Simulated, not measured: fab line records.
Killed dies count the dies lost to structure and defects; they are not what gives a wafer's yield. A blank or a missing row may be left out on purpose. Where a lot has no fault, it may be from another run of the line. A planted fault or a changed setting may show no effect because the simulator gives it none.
Split-lot study -- flow n5-finfet -- on a route of 1938 steps: 7 lots, 21 wafers read

THE SPLIT
At N5_DUMMY_GATE_CVD_03 (deposits a-Si from SiH4, target thk 150 nm, time 8042 s), the setting temp-c was moved away from the recipe's 530 C on 15 of the 21 wafers read, by -4.3% to +2.5%. All remaining wafers had this setting at the recipe value.

Reading taken at the split's own step.

THE READING
a-Si_of_DUMMY_GATE_CVD_03.thk-nm (the simulator's own value, which no gauge read), in nm, at N5_DUMMY_GATE_CVD_03 (deposits a-Si from SiH4, target thk 150 nm, time 8042 s). No usual value for it is given in the file. Across the 6 wafers here that went through the recipe, the average is 147.8 nm and the standard deviation 0.39 nm.

wafer,"tool, chamber at the split","temp-c as run, C",against the recipe,"a-Si_of_DUMMY_GATE_CVD_03.thk-nm, nm",against lot-mates on the recipe
L074.2,"-, -",522.5,-1.4%,119,no lot-mate on the recipe
L074.4,"-, -",522.5,-1.4%,119,no lot-mate on the recipe
L074.3,"-, -",522.5,-1.4%,119.6,no lot-mate on the recipe
L075.3,"-, -",543.2,+2.5%,214.6,no lot-mate on the recipe
L075.4,"-, -",543.2,+2.5%,214.6,no lot-mate on the recipe
L075.5,"-, -",543.2,+2.5%,214.6,no lot-mate on the recipe
L076.2,"-, -",538.3,+1.6%,186.4,no lot-mate on the recipe
L076.5,"-, -",538.3,+1.6%,187.4,no lot-mate on the recipe
L076.6,"-, -",538.3,+1.6%,187.8,no lot-mate on the recipe
L087.1,"-, -",536,+1.1%,177.6,no lot-mate on the recipe
L087.2,"-, -",536,+1.1%,177.4,no lot-mate on the recipe
L087.4,"-, -",536,+1.1%,177,no lot-mate on the recipe
L093.2,"-, -",530,recipe,147.6,-
L093.3,"-, -",530,recipe,148.2,-
L093.4,"-, -",530,recipe,147,-
L094.1,"-, -",507.2,-4.3%,75.8,no lot-mate on the recipe
L094.2,"-, -",507.2,-4.3%,76.2,no lot-mate on the recipe
L094.5,"-, -",507.2,-4.3%,75,no lot-mate on the recipe
L095.3,"lpcvd-01, 1/100",530,recipe,147.8,-
L095.4,"lpcvd-01, 1/104,1/109",530,recipe,148,-
L095.5,"lpcvd-01, 1/104,1/109",530,recipe,148,-
If several chambers appear in one row, that row covers several wafers at once and the file leaves open which wafer was in which chamber.

THE FIT
A straight line over all 21 wafers: a-Si_of_DUMMY_GATE_CVD_03.thk-nm changes by +20.2 nm for each +1% of temp-c; r = +0.99; the points scatter about the line by 6.9 nm.
Too few moved wafers have a lot-mate on the recipe to fit a line with each lot's own level taken away.

FILE'S OWN FIT
a-Si_of_DUMMY_GATE_CVD_03.thk-nm changes by +20.2 nm for each +1% of temp-c, r = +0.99.
